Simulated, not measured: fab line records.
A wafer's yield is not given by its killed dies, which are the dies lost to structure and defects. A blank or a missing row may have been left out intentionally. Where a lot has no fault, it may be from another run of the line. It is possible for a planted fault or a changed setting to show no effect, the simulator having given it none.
Which tool was responsible? ; flow n5 finfet ; 22 lots, 66 wafers sampled, at 2 steps of a route of 1938

== WHAT EACH GAUGE READ, for each wafer ==
N5_MOL_CONTACT_COAG_OVL_MEAS_85.
lot;measured;on;VG_OVL (nm)
L074;day 5 03:55;overlay-02;-0.5 -0.2 0.4
L075;day 5 12:07;overlay-01;-0.8 -1.1 -0.4
L076;day 5 16:34;overlay-01;-0.3 0.1 0.6
L078;day 6 04:26;overlay-02;0.6 0.3 0.1
L079;day 6 17:07;overlay-02;-0.3 0.1 -0.2
L080;day 6 20:47;overlay-02;0.0 -0.8 -0.3
L081;day 7 01:31;overlay-01;-0.6 0.0 -1.2
L082;day 7 05:35;overlay-02;0.6 0.5 -0.8
L083;day 7 08:53;overlay-02;-1.1 -0.9 -1.2
L084;day 7 12:01;overlay-02;0.6 0.5 -0.3
L085;day 7 21:04;overlay-01;-0.3 0.2 -0.1
L087;day 8 03:55;overlay-01;0.9 0.2 0.8
L088;day 8 17:26;overlay-02;0.3 0.4 0.7
L089;day 9 03:56;overlay-01;-0.6 -0.6 0.6
L090;day 9 12:34;overlay-01;0.4 0.3 0.3
L092;day 9 14:11;overlay-02;1.0 -0.4 0.5
L091;day 9 14:51;overlay-02;0.3 -1.4 -0.5
L093;day 9 21:29;overlay-02;0.5 0.1 -1.0
L094;day 10 07:49;overlay-01;0.0 -0.2 0.1
L095;day 10 21:17;overlay-01;-0.8 0.3 -0.2
L097;day 11 04:06;overlay-01;0.0 0.0 -0.5
L096;day 11 08:40;overlay-01;-0.6 -0.5 0.2

== WHICH TOOL RAN EACH LOT (tool, then ch and the chambers of the sampled wafers, then the start) ==
lot;N5_GATE_CUT_ETCH_37
L074;rie diel-04 ch 0,1,3, day 4 14:14
L075;rie diel-05 ch 1,2,3, day 4 20:28
L076;rie diel-04 ch 0,1,3, day 5 01:07
L078;rie diel-04 ch 0,2,3, day 5 16:47
L079;rie diel-04 ch 0,1, day 6 05:17
L080;rie diel-04 ch 2,3, day 6 07:31
L081;rie diel-04 ch 0,1,2, day 6 12:25
L082;rie diel-01 ch 0,1,3, day 6 13:26
L083;rie diel-04 ch 0,1,2, day 6 19:59
L084;rie diel-04 ch 1,3, day 6 23:19
L085;rie diel-04 ch 0,1,2, day 7 07:21
L087;rie diel-01 ch 1,2, day 7 17:01
L088;rie diel-04 ch 0,1,3, day 8 02:14
L089;rie diel-04 ch 0,1,2, day 8 12:21
L090;rie diel-05 ch 0,1, day 8 20:29
L092;rie diel-05 ch 0,1,2, day 9 00:22
L091;rie diel-04 ch 0,1,2, day 9 01:13
L093;rie diel-04 ch 0,2, day 9 07:14
L094;rie diel-05 ch 1,2, day 9 16:57
L095;rie diel-04 ch 1,2,3, day 10 03:33
L097;rie diel-01 ch 0,1,2, day 10 13:52
L096;rie diel-05 ch 0,2,3, day 10 17:08
- N5_GATE_CUT_ETCH_37: etches SOC in N2/H2, target depth 60 nm, overetch 12 nm, time 90 s.

== WHAT THE TOOLS THEMSELVES READ (means of the sampled wafers that have a number; where no wafer has one, the mark that the record gives instead) ==
N5_GATE_CUT_ETCH_37.
lot;tool;drypump motor current A (A);oes product au (a.u.);rf vpp V (V);showerhead plenum p Torr (Torr);throttle valve pct (%)
L074;rie diel-04;5.9;0.64;526.9;2.63;17.98
L075;rie diel-05;5.6;0.66;523.7;2.54;17.71
L076;rie diel-04;5.9;0.64;526.5;2.62;17.99
L078;rie diel-04;5.9;0.70;525.1;2.58;17.80
L079;rie diel-04;5.9;0.64;526.5;2.62;17.97
L080;rie diel-04;6.0;0.69;524.1;2.58;17.81
L081;rie diel-04;6.1;0.70;524.7;2.58;17.75
L082;rie diel-01;5.5;0.70;524.1;2.52;17.69
L083;rie diel-04;6.0;0.69;525.2;2.58;17.74
L084;rie diel-04;6.2;0.63;524.8;2.61;17.99
L085;rie diel-04;6.1;0.69;524.5;2.58;17.76
L087;rie diel-01;5.5;0.66;523.0;2.52;17.96
L088;rie diel-04;5.9;0.63;526.1;2.62;18.02
L089;rie diel-04;6.1;0.68;524.6;2.58;17.77
L090;rie diel-05;5.3;0.72;525.0;2.60;17.61
L092;rie diel-05;5.5;0.70;524.7;2.59;17.71
L091;rie diel-04;6.0;0.67;525.0;2.57;17.78
L093;rie diel-04;6.0;0.73;522.9;2.53;17.56
L094;rie diel-05;5.4;0.66;523.8;2.54;17.70
L095;rie diel-04;6.1;0.74;523.1;2.57;17.67
L097;rie diel-01;5.4;0.67;523.4;2.53;17.94
L096;rie diel-05;5.6;0.68;524.2;2.57;17.81

== THE ANSWER, worked out from the rows above alone ==
Rule: the usual values come from the lots themselves. Put in order of their means at a reading, lots are off if they are a third of the lots or fewer, leave a main group of 4 or more, and stand apart from it by a gap of 3 or more times the standard deviation of the main group's means; of several such gaps the widest counts. A main group whose means are all the same, to the digits that the tables above print for the reading, isn't used. A lot without any number at a reading at which 4 lots or more have one is off too. The other lots that the step has rows for count as sound. Order of review: gauges by route order, followed by the tools' own readings, for which a lot's mean as printed above is used. At the first step where some lot is off, the reading lying furthest off is the one used; lots without a number count as furthest.
No lot is off at any reading shown: from this, nothing can be told.

== WHAT THE SIMULATOR PUT IN ==
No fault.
